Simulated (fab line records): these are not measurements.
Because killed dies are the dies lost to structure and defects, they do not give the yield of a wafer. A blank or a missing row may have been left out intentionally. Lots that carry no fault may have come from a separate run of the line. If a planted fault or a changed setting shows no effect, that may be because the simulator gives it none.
The tool behind it: which one?	flow n5-finfet	24 lots with 72 wafers sampled at 6 steps, on a route of 1938 steps

## WHAT THE GAUGES READ, wafer by wafer
The record lacks any reading of a measuring or inspecting step that a usual standard deviation could be used to judge.

## WHAT TOOL EACH LOT RAN ON (gives the tool, then ch and the chambers of the sampled wafers, and finally the start)
lot	N5_BEOL_M3_PECVD_72	N5_BEOL_M3_ETCH_69	N5_BEOL_M3_DEGAS_44	N5_BEOL_M3_ALD_84	N5_BEOL_M3_ANNEAL_89	N5_BEOL_M3_ANNEAL_93
L074	pecvd-03 ch 0,1, day 6 18:31	rie-diel-06 ch 2,3, day 6 21:05	pvd-sputter-01, day 7 06:04	ald-metal-02 ch 0,1,3, day 7 06:10	pvd-sputter-02, day 7 07:40	pvd-sputter-02, day 7 08:07
L075	pecvd-03 ch 0,1, day 7 06:14	rie-diel-01 ch 0,1,2, day 7 08:02	pvd-sputter-02, day 7 09:20	ald-metal-02 ch 1,2, day 7 09:29	pvd-sputter-02, day 7 11:10	pvd-sputter-02, day 7 11:37
L077	pecvd-03 ch 0,1, day 7 09:50	rie-diel-01 ch 0,3, day 7 11:31	pvd-sputter-03, day 7 22:23	ald-metal-02 ch 0,2,3, day 7 22:35	pvd-sputter-01, day 8 00:07	pvd-sputter-01, day 8 00:34
L076	pecvd-04 ch 0,1,2, day 7 13:04	rie-diel-05 ch 1,3, day 7 15:18	pvd-sputter-03, day 7 22:31	ald-metal-01 ch 1,2,3, day 7 22:38	pvd-sputter-03, day 8 00:21	pvd-sputter-03, day 8 00:47
L078	pecvd-04 ch 0,1,2, day 8 04:34	rie-diel-06 ch 0,2,3, day 8 09:23	pvd-sputter-03, day 8 15:44	ald-metal-01 ch 0,1,3, day 8 15:53	pvd-sputter-01, day 8 17:21	pvd-sputter-01, day 8 17:47
L079	pecvd-02 ch 0,1,2, day 8 07:18	rie-diel-05 ch 0,2, day 8 11:46	pvd-sputter-02, day 8 18:40	ald-metal-04 ch 1,3, day 8 18:46	pvd-sputter-02, day 8 22:08	pvd-sputter-02, day 8 22:35
L081	pecvd-03 ch 1,2, day 8 22:19	rie-diel-06 ch 0,3, day 9 01:11	pvd-sputter-03, day 9 04:21	ald-metal-02 ch 0,1,3, day 9 04:27	pvd-sputter-03, day 9 06:28	pvd-sputter-03, day 9 06:55
L082	pecvd-04 ch 0,1,2, day 9 04:48	rie-diel-05 ch 0,1,3, day 9 07:35	pvd-sputter-02, day 9 10:00	ald-metal-01 ch 0,1,3, day 9 10:06	pvd-sputter-01, day 9 11:40	pvd-sputter-01, day 9 12:06
L080	pecvd-03 ch 0,1,2, day 9 05:02	rie-diel-06 ch 1,2, day 9 07:38	pvd-sputter-01, day 9 10:04	ald-metal-01 ch 0,1,2, day 9 10:18	pvd-sputter-02, day 9 11:50	pvd-sputter-02, day 9 12:17
L083	pecvd-04 ch 1,2, day 9 11:22	rie-diel-05 ch 1,2,3, day 9 14:46	pvd-sputter-03, day 9 23:01	ald-metal-04 ch 0,2,3, day 9 23:08	pvd-sputter-01, day 10 02:15	pvd-sputter-01, day 10 02:41
L084	pecvd-03 ch 0,1,2, day 9 14:08	rie-diel-06 ch 0,3, day 9 17:15	pvd-sputter-02, day 10 06:40	ald-metal-04 ch 0,1,3, day 10 06:46	pvd-sputter-02, day 10 08:23	pvd-sputter-02, day 10 08:49
L085	pecvd-02 ch 0,1,2, day 9 15:36	rie-diel-05 ch 1,3, day 9 17:31	pvd-sputter-03, day 10 06:42	ald-metal-01 ch 0,3, day 10 06:49	pvd-sputter-01, day 10 08:31	pvd-sputter-01, day 10 08:57
L086	pecvd-04 ch 1,2, day 9 19:53	rie-diel-01 ch 0,2,3, day 9 22:15	pvd-sputter-02, day 10 04:10	ald-metal-04 ch 0,1,3, day 10 04:29	pvd-sputter-01, day 10 06:40	pvd-sputter-01, day 10 07:07
L087	pecvd-04 ch 0,2, day 10 02:41	rie-diel-06 ch 0,3, day 10 04:52	pvd-sputter-02, day 10 14:37	ald-metal-04 ch 0,1,3, day 10 14:50	pvd-sputter-01, day 10 16:58	pvd-sputter-01, day 10 17:25
L088	pecvd-04 ch 0,1,2, day 10 06:51	rie-diel-01 ch 1,3, day 10 08:45	pvd-sputter-02, day 10 14:22	ald-metal-02 ch 1,2, day 10 14:29	pvd-sputter-02, day 10 16:21	pvd-sputter-02, day 10 16:47
L089	pecvd-03 ch 0,1,2, day 10 13:48	rie-diel-05 ch 0,2,3, day 10 16:19	pvd-sputter-03, day 11 00:13	ald-metal-04 ch 0,1,3, day 11 00:19	pvd-sputter-03, day 11 02:04	pvd-sputter-03, day 11 02:30
L090	pecvd-04 ch 0,1,2, day 11 01:10	rie-diel-01 ch 0,2,3, day 11 05:25	pvd-sputter-03, day 11 07:11	ald-metal-02 ch 1,2,3, day 11 07:31	pvd-sputter-02, day 11 10:26	pvd-sputter-02, day 11 10:52
L092	pecvd-03 ch 0,1,2, day 11 07:45	rie-diel-06 ch 0,1,3, day 11 13:18	pvd-sputter-02, day 11 17:41	ald-metal-01 ch 2,3, day 11 17:47	pvd-sputter-01, day 11 19:31	pvd-sputter-01, day 11 19:57
L091	pecvd-02 ch 0,1,2, day 11 16:28	rie-diel-06 ch 2,3, day 11 18:46	pvd-sputter-03, day 12 00:35	ald-metal-01 ch 0,1, day 12 00:41	pvd-sputter-01, day 12 02:36	pvd-sputter-01, day 12 03:02
L093	pecvd-03 ch 0,1, day 11 18:01	rie-diel-05 ch 0,3, day 11 20:01	pvd-sputter-01, day 12 06:26	ald-metal-01 ch 0,1,2, day 12 06:34	pvd-sputter-01, day 12 08:01	pvd-sputter-01, day 12 08:27
L094	pecvd-02 ch 0,1, day 12 02:48	rie-diel-05 ch 1,3, day 12 05:08	pvd-sputter-01, day 12 10:31	ald-metal-01 ch 2,3, day 12 10:37	pvd-sputter-02, day 12 12:32	pvd-sputter-02, day 12 13:01
L095	pecvd-04 ch 0,1,2, day 12 16:48	rie-diel-06 ch 0,1,3, day 12 19:47	pvd-sputter-03, day 12 21:54	ald-metal-02 ch 1,2,3, day 12 22:07	pvd-sputter-02, day 12 23:55	pvd-sputter-02, day 13 00:21
L096	pecvd-04 ch 0,1,2, day 12 19:00	rie-diel-05 ch 0,1,3, day 12 22:40	pvd-sputter-03, day 13 00:47	ald-metal-02 ch 0,1,2, day 13 01:04	pvd-sputter-01, day 13 02:43	pvd-sputter-01, day 13 03:09
L097	pecvd-04 ch 1,2, day 13 04:15	rie-diel-01 ch 0,1,2, day 13 06:43	pvd-sputter-03, day 13 14:04	ald-metal-01 ch 1,2,3, day 13 14:10	pvd-sputter-02, day 13 17:07	pvd-sputter-02, day 13 17:34
- N5_BEOL_M3_PECVD_72: deposits SiO2 from TEOS/O2, target thk 16 nm, time 18 s.
- N5_BEOL_M3_ETCH_69: etches SiARC in CF4, target depth 15.6 nm, time 26 s.
- N5_BEOL_M3_DEGAS_44: time 60 s.
- N5_BEOL_M3_ALD_84: deposits TaN, pulse time 2 s, purge time 3 s, co reactant purge time 2 s.
- N5_BEOL_M3_ANNEAL_89: time 240 s.
- N5_BEOL_M3_ANNEAL_93: time 240 s.

## AS READ BY THE TOOLS THEMSELVES (means over the sampled wafers that have a number; for cases with no such wafer, the mark the record gives instead)
N5_BEOL_M3_PECVD_72. Usual: heater-power-outer-w 416 W, standard deviation 46; heater-power-w 700 W, standard deviation 69; rf-fwd-power-W 444.3 W, standard deviation 1.9; showerhead-plenum-p-Torr 8.77 Torr, standard deviation 0.056; throttle-valve-pct 22.2 %, standard deviation 0.95.
lot	tool	heater-power-outer-w (W)	heater-power-w (W)	rf-fwd-power-W (W)	showerhead-plenum-p-Torr (Torr)	throttle-valve-pct (%)	flag
L074	pecvd-03	454	738	444.0	8.85	21.9	
L075	pecvd-03	463	755	443.7	8.81	22.1	
L077	pecvd-03	446	741	443.7	8.81	22.3	
L076	pecvd-04	408	659	445.1	8.73	22.0	
L078	pecvd-04	428	693	445.1	8.74	22.1	
L079	pecvd-02	366	653	442.9	8.79	23.2	
L081	pecvd-03	368	669	444.4	8.81	21.3	
L082	pecvd-04	383	636	445.1	8.75	21.9	
L080	pecvd-03	422	715	444.6	8.82	21.8	
L083	pecvd-04	398	645	443.6	8.73	22.0	
L084	pecvd-03	414	710	443.8	8.81	21.7	
L085	pecvd-02	385	673	443.0	8.80	23.2	
L086	pecvd-04	364	621	443.8	8.73	22.1	
L087	pecvd-04	401	665	445.7	8.74	22.1	
L088	pecvd-04	418	698	446.1	8.72	22.1	
L089	pecvd-03	433	736	442.8	8.81	21.8	
L090	pecvd-04	430	711	444.9	8.74	22.1	
L092	pecvd-03	454	749	444.5	8.82	21.7	
L091	pecvd-02	421	718	442.4	8.81	23.2	
L093	pecvd-03	464	773	444.0	8.83	22.3	
L094	pecvd-02	399	690	442.9	8.81	23.2	
L095	pecvd-04	403	671	445.4	8.74	22.4	
L096	pecvd-04	430	713	445.2	8.73	22.4	
L097	pecvd-04	368	606	444.1	8.72	23.1	

N5_BEOL_M3_ETCH_69. Usual: drypump-motor-current-A 5.60 A, standard deviation 0.28; etch-rf-on-time-s 26.0 s, standard deviation 0.6; oes-product-au 0.66 a.u., standard deviation 0.068; rf-fwd-power-W 531.7 W, standard deviation 1.6; rf-vpp-V 184.2 V, standard deviation 0.98; showerhead-plenum-p-Torr 2.16 Torr, standard deviation 0.049; throttle-valve-pct 15.60 %, standard deviation 0.19.
lot	tool	drypump-motor-current-A (A)	etch-rf-on-time-s (s)	oes-product-au (a.u.)	rf-fwd-power-W (W)	rf-vpp-V (V)	showerhead-plenum-p-Torr (Torr)	throttle-valve-pct (%)	flag
L074	rie-diel-06	5.46	26.1	0.65	530.4	184.1	2.12	15.67	
L075	rie-diel-01	5.76	25.8	0.67	532.2	184.8	2.17	15.69	
L077	rie-diel-01	5.86	25.9	0.70	533.2	183.9	2.21	15.45	
L076	rie-diel-05	5.37	25.8	0.68	529.6	184.4	2.14	15.50	
L078	rie-diel-06	5.56	26.3	0.64	531.4	183.9	2.15	15.66	
L079	rie-diel-05	5.71	25.6	0.70	532.3	185.0	2.20	15.53	
L081	rie-diel-06	5.65	26.6	0.64	531.6	184.3	2.17	15.65	
L082	rie-diel-05	5.61	25.9	0.65	530.5	184.8	2.17	15.60	
L080	rie-diel-06	5.47	26.4	0.68	531.6	184.0	2.16	15.62	
L083	rie-diel-05	5.46	25.8	0.67	532.9	183.4	2.15	15.61	
L084	rie-diel-06	5.46	25.7	0.68	531.5	183.5	2.13	15.61	
L085	rie-diel-05	5.37	25.2	0.67	532.1	184.1	2.14	15.53	
L086	rie-diel-01	5.68	26.0	0.65	532.5	185.2	2.17	15.55	
L087	rie-diel-06	5.45	26.0	0.67	531.1	183.0	2.12	15.61	
L088	rie-diel-01	5.83	25.9	0.61	531.3	184.8	2.20	15.67	
L089	rie-diel-05	5.71	25.8	0.65	531.5	185.1	2.17	15.69	
L090	rie-diel-01	5.70	26.0	0.64	532.2	184.3	2.17	15.58	
L092	rie-diel-06	5.48	26.5	0.69	530.7	183.2	2.16	15.56	
L091	rie-diel-06	5.38	25.5	0.66	532.2	182.8	2.09	15.68	
L093	rie-diel-05	5.70	26.3	0.59	533.4	184.5	2.15	15.81	
L094	rie-diel-05	5.37	25.6	0.65	531.8	184.3	2.13	15.58	
L095	rie-diel-06	5.47	26.7	0.68	532.9	184.2	2.16	15.55	
L096	rie-diel-05	5.61	25.8	0.63	532.1	184.3	2.16	15.64	
L097	rie-diel-01	5.76	25.9	0.78	533.2	183.9	2.15	15.47	

N5_BEOL_M3_DEGAS_44. Usual: 342 W for heater-power-w, sd 46.
lot	tool	heater-power-w (W)	flag
L074	pvd-sputter-01	288	
L075	pvd-sputter-02	354	
L077	pvd-sputter-03	354	
L076	pvd-sputter-03	357	
L078	pvd-sputter-03	331	
L079	pvd-sputter-02	363	
L081	pvd-sputter-03	377	
L082	pvd-sputter-02	332	
L080	pvd-sputter-01	303	
L083	pvd-sputter-03	378	
L084	pvd-sputter-02	333	
L085	pvd-sputter-03	377	
L086	pvd-sputter-02	333	
L087	pvd-sputter-02	364	
L088	pvd-sputter-02	323	
L089	pvd-sputter-03	331	
L090	pvd-sputter-03	375	
L092	pvd-sputter-02	363	
L091	pvd-sputter-03	311	
L093	pvd-sputter-01	293	
L094	pvd-sputter-01	289	
L095	pvd-sputter-03	334	
L096	pvd-sputter-03	381	
L097	pvd-sputter-03	354	

N5_BEOL_M3_ALD_84. Usual: heater-power-outer-w 220 W, standard deviation 17; heater-power-w 408 W, standard deviation 31.
lot	tool	heater-power-outer-w (W)	heater-power-w (W)	flag
L074	ald-metal-02	217	422	
L075	ald-metal-02	231	424	
L077	ald-metal-02	228	435	
L076	ald-metal-01	224	395	
L078	ald-metal-01	215	383	
L079	ald-metal-04	206	394	
L081	ald-metal-02	215	425	
L082	ald-metal-01	217	382	
L080	ald-metal-01	226	399	
L083	ald-metal-04	212	392	
L084	ald-metal-04	214	410	
L085	ald-metal-01	204	381	
L086	ald-metal-04	214	411	
L087	ald-metal-04	210	408	
L088	ald-metal-02	238	439	
L089	ald-metal-04	212	412	
L090	ald-metal-02	229	429	
L092	ald-metal-01	214	373	
L091	ald-metal-01	231	395	
L093	ald-metal-01	226	406	
L094	ald-metal-01	221	405	
L095	ald-metal-02	228	426	
L096	ald-metal-02	229	432	
L097	ald-metal-01	226	389	

N5_BEOL_M3_ANNEAL_89. Usual: 806 W for heater-power-w, sd 100.
lot	tool	heater-power-w (W)	flag
L074	pvd-sputter-02	834	
L075	pvd-sputter-02	840	
L077	pvd-sputter-01	744	
L076	pvd-sputter-03	820	
L078	pvd-sputter-01	767	
L079	pvd-sputter-02	923	
L081	pvd-sputter-03	938	
L082	pvd-sputter-01	719	
L080	pvd-sputter-02	882	
L083	pvd-sputter-01	730	
L084	pvd-sputter-02	844	
L085	pvd-sputter-01	752	
L086	pvd-sputter-01	710	
L087	pvd-sputter-01	754	
L088	pvd-sputter-02	840	
L089	pvd-sputter-03	889	
L090	pvd-sputter-02	918	
L092	pvd-sputter-01	733	
L091	pvd-sputter-01	716	
L093	pvd-sputter-01	734	
L094	pvd-sputter-02	834	
L095	pvd-sputter-02	924	
L096	pvd-sputter-01	709	
L097	pvd-sputter-02	829	

N5_BEOL_M3_ANNEAL_93. Usual: 806 W for heater-power-w, sd 100.
lot	tool	heater-power-w (W)	flag
L074	pvd-sputter-02	839	
L075	pvd-sputter-02	845	
L077	pvd-sputter-01	745	
L076	pvd-sputter-03	823	
L078	pvd-sputter-01	745	
L079	pvd-sputter-02	899	
L081	pvd-sputter-03	950	
L082	pvd-sputter-01	726	
L080	pvd-sputter-02	886	
L083	pvd-sputter-01	728	
L084	pvd-sputter-02	834	
L085	pvd-sputter-01	751	
L086	pvd-sputter-01	711	
L087	pvd-sputter-01	735	
L088	pvd-sputter-02	838	
L089	pvd-sputter-03	886	
L090	pvd-sputter-02	914	
L092	pvd-sputter-01	732	
L091	pvd-sputter-01	724	
L093	pvd-sputter-01	735	
L094	pvd-sputter-02	849	
L095	pvd-sputter-02	915	
L096	pvd-sputter-01	708	
L097	pvd-sputter-02	831	

## THE ANSWER, worked out from the rows above alone
Rule: a lot counts as off when the mean over its wafers that have a number is more than 3 standard deviations away from the usual mean. Also off: a lot with no number at a reading for which 4 or more lots have one. The other lots that the step has rows for count as sound. Order of review: gauges by route order, followed by the tools' own readings, for which a lot's mean as printed above is used. At the first step where some lot is off, the reading lying furthest off is the one used; lots without a number count as furthest.
Across all readings shown, no lot is off: no conclusion can be drawn from this.

## WHAT THE SIMULATOR PUT IN
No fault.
